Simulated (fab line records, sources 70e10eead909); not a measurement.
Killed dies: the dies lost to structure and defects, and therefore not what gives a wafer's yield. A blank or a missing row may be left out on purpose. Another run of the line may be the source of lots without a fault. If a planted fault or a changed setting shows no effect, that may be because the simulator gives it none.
fab line records | flow nandHarc
record: lots: 5 wafers: 15 lastDay: 33
route steps=1302 shown P_GATE@170 END@1302
lots that met no fault: taken from a fault-free run of the same line
startH: the number of hours between the record's first day and the start of the first shown wafer of the lot | waitH: time in hours since the lot's previous step | " as in the row above | L1.1+2: a single row standing in for several wafers | - no value present, or no start provided | * or withheld: withheld | < > ~ a bound
route shown NAME@n: a module of which the file shows steps, and the number in the route of the first | usual: mean/standard deviation taken from wafers without a fault | same: alike in all rows | chamber/n: place in a boat | sites: the reading at each site | _std_site: standard deviation across them | _edge_site: the outer-site mean with the inner-site mean subtracted | radiusMm: how far each site lies from the wafer's centre | mask NAME#n: copy n | behind: the most recent tool/chamber to have shaped the wafer | hold: reason for holding the lot/hours on hold/outcome of the hold | device: whichever transistor did not switch (one of n, p or np) | end of line: tests of these same wafers at the route's end | a step given without rows: its recipe and nothing more | killed: not the wafer's yield, but the dies lost to structure and defects at the first sort | map: a wafer's dies, x killed, . not, _ none there
set.NAME: the run value of the setting; set.NAME@STEP: its run value at that earlier step | model.NAME: the simulator's own value behind a step, which no gauge read
lots at selected steps of the route; one table per step, one row per wafer
services: when a tool's chamber went out of use (startH, in hours from the record's first day, below 0 if earlier), for how many hours, and the reason
== steps ==
step: NHARC_P_GATE_CD_MEAS_46
recipe: targetCdNm: 720 landingEnergyEv: 500
usual: cdNm: 719.4/2.1
columns lot.wafer tool chamber startH waitH cdNm
L367.3 cdSem-03 0 119.95 - 714.8
L367.4 " 0 " " 719.6
L367.6 " 0 " " 719.2
L375.3 cdSem-02 0 199.57 - 720.2
L375.4 " 0 " " 720.0
L375.5 " 0 " " 716.2
L380.2 cdSem-03 0 252.25 - 716.9
L380.5 " 0 " " 714.5
L380.6 " 0 " " 718.4
L381.2 cdSem-02 0 256.35 - 720.8
L381.5 " 0 " " 719.2
L381.6 " 0 " " 718.9
L389.2 cdSem-01 0 334.96 - 722.7
L389.4 " 0 " " 721.2
L389.5 " 0 " " 722.2
step: NHARC_P_GATE_HARDBAKE_47
recipe: tempC: 125 timeS: 80
step: NHARC_P_GATE_DESCUM_48
recipe: timeS: 3 o2FlowSccm: 200 arFlowSccm: 0 biasPowerW: 0 chemistry: O2
usual: drypumpMotorCurrentA: 5.9/0.47 oesProductAu: 0.997/0.012 rfVppV: 57.7/0.9 showerheadPlenumPTorr: 1.90/0.086 throttleValvePct: 11.311/0.0089
columns lot.wafer tool chamber startH waitH drypumpMotorCurrentA oesProductAu rfHoursCounterH rfVppV showerheadPlenumPTorr throttleValvePct
L367.4 rieDiel-05 0 120.11 - 6.6 1.005 3.6 56.5 1.84 11.321
L367.3 " 3 " " 6.4 1.014 3.8 57.9 1.85 11.303
L367.6 " 1 " " 5.2 0.998 - 58.6 2.01 11.309
L375.4 rieDiel-09 3 199.73 - 6.2 1.016 3.5 57.2 1.78 11.312
L375.3 " 1 " " 6.3 1.015 3.0 57.9 1.98 11.298
L375.5 " 2 " " 5.8 1.002 - 57.5 1.82 11.315
L380.2 rieDiel-09 1 252.44 - 6.3 0.993 6.2 58.0 1.97 11.308
L380.6 " 2 " " 5.8 0.984 - 57.0 1.82 11.323
L380.5 " 3 " " 6.2 1.009 - 57.0 1.78 11.307
L381.2 rieDiel-05 0 256.55 - 6.6 0.983 0.3 56.6 1.83 11.290
L381.6 " 1 " " 5.2 0.986 - 57.5 2.01 11.308
L381.5 " 2 " " 5.7 0.989 - 58.6 1.98 11.314
L389.4 rieDiel-13 3 335.13 - 5.6 0.977 8.2 58.3 1.85 11.296
L389.2 " 1 " " 5.4 1.001 8.8 57.5 1.96 11.324
L389.5 " 3 " " 5.6 0.981 - 58.3 1.85 11.304
step: NHARC_P_GATE_IMPLANT_49
recipe: energyKev: 30 doseCm2: 3e+15 tiltDeg: 7
step: NHARC_P_GATE_STRIP_111
recipe: powerW: 1500 tempC: 110 timeS: 250 chemistry: N2/H2
usual: drypumpMotorCurrentA: 5.67/0.18 heaterPowerW: 83/6.4 rfReflPowerW: 18/8.8
columns lot.wafer tool chamber startH waitH drypumpMotorCurrentA heaterPowerW rfHoursCounterH rfReflPowerW
L367.4 plasmaAsher-02 0 120.58 0.2 5.48 80 - 14
L367.3 " 1 " " 5.92 90 - 33
L367.6 " 0 " " 5.47 79 - 14
L375.4 plasmaAsher-02 0 200.20 0.2 5.47 81 - 14
L375.3 " 1 " " 5.94 89 - 32
L375.5 " 0 " " 5.47 81 - 14
L380.2 plasmaAsher-01 1 252.77 0.2 5.56 89 17 12
L380.5 " 1 " " 5.54 90 - 12
L380.6 " 0 " " 5.64 74 - 13
L381.2 plasmaAsher-01 1 257.12 0.4 5.57 91 21 11
L381.5 " 1 " " 5.58 89 - 11
L381.6 " 0 " " 5.64 77 - 12
L389.2 plasmaAsher-01 1 335.48 0.2 5.60 88 35 11
L389.4 " 0 " " 5.65 76 - 12
L389.5 " 0 " " 5.65 75 - 12
step: NHARC_P_GATE_STRIP_75
recipe: powerW: 1500 tempC: 250 chemistry: O2
usual: drypumpMotorCurrentA: 5.67/0.19 heaterPowerW: 309/24 rfReflPowerW: 18/8.7
columns lot.wafer tool chamber startH waitH drypumpMotorCurrentA heaterPowerW rfHoursCounterH rfReflPowerW
L367.4 plasmaAsher-02 0 120.80 0.2 5.46 302 - 13
L367.3 " 1 " " 5.92 330 - 31
L367.6 " 0 " " 5.45 295 - 13
L375.4 plasmaAsher-02 0 200.42 0.2 5.47 296 - 14
L375.3 " 1 " " 5.96 333 - 32
L375.5 " 0 " " 5.47 303 - 14
L380.2 plasmaAsher-01 1 253.07 0.2 5.61 338 17 11
L380.5 " 1 " " 5.59 343 - 11
L380.6 " 0 " " 5.63 282 - 12
L381.2 plasmaAsher-01 1 257.42 0.3 5.58 338 21 11
L381.5 " 1 " " 5.58 334 - 12
L381.6 " 0 " " 5.65 276 - 12
L389.2 plasmaAsher-01 1 335.79 0.3 5.60 332 36 12
L389.4 " 0 " " 5.65 279 - 12
L389.5 " 0 " " 5.64 282 - 12
step: NHARC_P_GATE_STRIP_50
recipe: timeS: 900 tempC: 130 chemistry: SPM
step: NHARC_P_GATE_DEHYDRATE_51
recipe: tempC: 150 timeS: 120
step: NHARC_P_GATE_HMDS_52
recipe: timeS: 30
step: NHARC_P_GATE_COAT_53
recipe: spinRpm: 3000
step: NHARC_P_GATE_SOFTBAKE_54
recipe: tempC: 122 timeS: 95
step: NHARC_P_GATE_EBR_55
step: NHARC_P_GATE_EXPOSE_56
recipe: na: 0.6 targetCdNm: 720 doseMj: 14.81 maskId: P_PSD
columns lot.wafer tool chamber startH waitH mask
L367.3+4+6 krfScanner-01 0 121.56 - P_PSD#0
L375.3+4+5 krfScanner-04 0 201.18 - P_PSD#0
L380.2+5+6 krfScanner-04 0 253.71 - P_HVN#0
L381.2+5+6 krfScanner-02 0 258.19 - P_PSD#0
L389.2+4+5 krfScanner-02 0 336.56 - P_PSD#0
step: NHARC_P_GATE_PEB_57
recipe: pebTempC: 118 pebTimeS: 85
step: NHARC_P_GATE_DEVELOP_58
recipe: timeS: 70
step: NHARC_P_GATE_CD_MEAS_59
recipe: targetCdNm: 720 landingEnergyEv: 500
usual: cdNm: 720.3/2.3
columns lot.wafer tool chamber startH waitH cdNm
L367.3 cdSem-01 0 121.71 - 722.7
L367.4 " 0 " " 721.3
L367.6 " 0 " " 722.4
L375.3 cdSem-03 0 201.34 - 720.9
L375.4 " 0 " " 719.5
L375.5 " 0 " " 718.6
L380.2 cdSem-01 0 253.87 - -
L380.5 " 0 " " -
L380.6 " 0 " " -
L381.2 cdSem-02 0 258.35 - 721.8
L381.5 " 0 " " 718.6
L381.6 " 0 " " 719.8
L389.2 cdSem-03 0 336.71 - 716.8
L389.4 " 0 " " 719.2
L389.5 " 0 " " 717.7
step: NHARC_P_GATE_HARDBAKE_60
recipe: tempC: 125 timeS: 80
step: NHARC_END_SORT_01
recipe: tempC: 25
usual: killedAtArray: 47/18 killedAtOther: 0.9/1.1 killedAtPeriphery: 4/3.1 killedDies: 52/18 killedOpen: 3.1/1.5 killedShort: 2.4/1.5
same: grossDies: 677
columns lot.wafer tool chamber startH waitH killedAtArray killedAtOther killedAtPeriphery killedDies killedOpen killedShort
L380.2 prober-01 0 704.62 2.8 61 0 616 677 3 2
L380.5 prober-01 0 706.99 3.7 60 0 617 677 2 3
L380.6 prober-01 0 707.78 3.9 80 0 597 677 4 2
killed by level:class
L380.2 P_GATE:areaExpose=614 A_SLIT:chamberFilmFlake=22 A_CHANNEL_HOLE_D1:chamberFilmFlake=11 A_CHANNEL_HOLE_D2:chamberFilmFlake=11 A_BONDPAD:chamberFilmFlake=4 A_STAIRCASE:chamberFilmFlake=3 A_CHANNEL_FILL_D1:geometricParticle:short=2 A_CONTACT:chamberFilmFlake=2
L380.5 P_GATE:areaExpose=610 A_SLIT:chamberFilmFlake=21 A_CHANNEL_HOLE_D1:chamberFilmFlake=12 A_CHANNEL_HOLE_D2:chamberFilmFlake=9 A_STAIRCASE:chamberFilmFlake=4 A_BONDPAD:chamberFilmFlake=4 P_GATE:chamberFilmFlake=3 A_CONTACT:chamberFilmFlake=3
L380.6 P_GATE:areaExpose=593 A_CHANNEL_HOLE_D1:chamberFilmFlake=35 A_SLIT:chamberFilmFlake=22 A_CHANNEL_HOLE_D2:chamberFilmFlake=9 A_BONDPAD:chamberFilmFlake=5 A_ONON_D1:geometricParticle:short=2 P_STI:chamberFilmFlake=2 A_STAIRCASE:chamberFilmFlake=2
map L380.2 (x killed, . not)
____________x____________
_________xxxxxxx_________
_______xxxxxxxxxxx_______
______xxxxxxxxxxxxx______
_____xxxxxxxxxxxxxxx_____
____xxxxxxxxxxxxxxxxx____
____xxxxxxxxxxxxxxxxx____
___xxxxxxxxxxxxxxxxxxx___
___xxxxxxxxxxxxxxxxxxx___
__xxxxxxxxxxxxxxxxxxxxx__
__xxxxxxxxxxxxxxxxxxxxx__
_xxxxxxxxxxxxxxxxxxxxxxx_
_xxxxxxxxxxxxxxxxxxxxxxx_
_xxxxxxxxxxxxxxxxxxxxxxx_
_xxxxxxxxxxxxxxxxxxxxxxx_
_xxxxxxxxxxxxxxxxxxxxxxx_
xxxxxxxxxxxxxxxxxxxxxxxxx
xxxxxxxxxxxxxxxxxxxxxxxxx
xxxxxxxxxxxxxxxxxxxxxxxxx
xxxxxxxxxxxxxxxxxxxxxxxxx
xxxxxxxxxxxxxxxxxxxxxxxxx
_xxxxxxxxxxxxxxxxxxxxxxx_
_xxxxxxxxxxxxxxxxxxxxxxx_
_xxxxxxxxxxxxxxxxxxxxxxx_
_xxxxxxxxxxxxxxxxxxxxxxx_
_xxxxxxxxxxxxxxxxxxxxxxx_
__xxxxxxxxxxxxxxxxxxxxx__
__xxxxxxxxxxxxxxxxxxxxx__
___xxxxxxxxxxxxxxxxxxx___
___xxxxxxxxxxxxxxxxxxx___
____xxxxxxxxxxxxxxxxx____
____xxxxxxxxxxxxxxxxx____
_____xxxxxxxxxxxxxxx_____
______xxxxxxxxxxxxx______
_______xxxxxxxxxxx_______
_________xxxxxxx_________
____________x____________
map L375.5 (x killed, . not)
____________.____________
_________......._________
_______..........._______
______.............______
_____....x.........._____
____.................____
____........xx.......____
___.x.................___
___...................___
__.....................__
__.....................__
_....x.................._
_......................._
_......................._
_......................._
_......................._
.............x...........
.........................
.......................x.
...........x..........x..
.........................
_...............x......._
_......................._
_.............x........._
_.x.x................xx._
_...x...............x..x_
__...................xx__
__....x..x.....x....x..__
___................xx.___
___.........x........x___
____....x............____
____...x.x..........x____
_____..............._____
______x.xx.........______
_______x.xx......._______
_________..x...._________
____________.____________
== services ==
columns tool chamber startH hours kind
krfScanner-01 - 140.03 4.0 pm
rieDiel-09 - 143.10 9.0 pm
rieDiel-05 - 161.51 0.4 repair
plasmaAsher-01 - 162.72 1.8 repair
rieDiel-13 - 165.00 9.0 pm
plasmaAsher-01 - 165.77 9.0 pm
krfScanner-02 - 180.19 1.5 repair
krfScanner-04 - 182.00 4.0 pm
rieDiel-13 0 198.11 16.3 repair
rieDiel-13 1 204.12 13.5 repair
plasmaAsher-02 - 210.15 3.4 repair
krfScanner-04 - 217.82 1.6 repair
krfScanner-02 - 223.04 0.8 repair
rieDiel-05 - 229.60 9.0 pm
krfScanner-02 - 231.48 0.8 repair
krfScanner-02 - 232.99 1.8 repair
plasmaAsher-02 - 249.00 9.0 pm
plasmaAsher-01 - 257.80 1.0 repair
krfScanner-02 - 266.03 4.0 pm
krfScanner-04 - 293.61 0.7 repair
krfScanner-04 - 295.57 2.5 repair
krfScanner-01 - 312.03 4.0 pm
rieDiel-09 - 320.10 9.0 pm
rieDiel-09 - 334.83 0.2 repair
== key ==
firstSign: step: NHARC_P_GATE_EXPOSE_56 reading: mask direction: changed
effect: step: NHARC_P_GATE_CD_MEAS_59 reading: cdNm direction: missing
effect: step: NHARC_END_SORT_01 reading: killedAtPeriphery direction: up sigmas: 99+ usual: 4 struck: 610
moreKillsBornAt: NHARC_P_GATE_EXPOSE_56@krfScanner-04: 1817
metAt NHARC_P_GATE_EXPOSE_56
struckWafers L380.2,L380.5,L380.6
laterRowsLeftOut L380.2,L380.5,L380.6
testerLeftOut L380
onsetBetween 201.18 253.71
fault: kind: wrongMask tool: any chamber: - onsetH: 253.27 steps: NHARC_P_GATE_EXPOSE_56 auxCopy: P_HVN#0 scope: struckLotsOnly
testerLeftOut: of these lots the tester's yield and bins aren't shown, on N5 and GAA mostly nor the transistor test; their killed dies are dies lost to structure and defects alone, not to doping, threshold or leakage, so they don't give the yield
laterRowsLeftOut: the simulator's readings of these wafers behind a module that went badly wrong aren't trusted and aren't shown, but for the sort
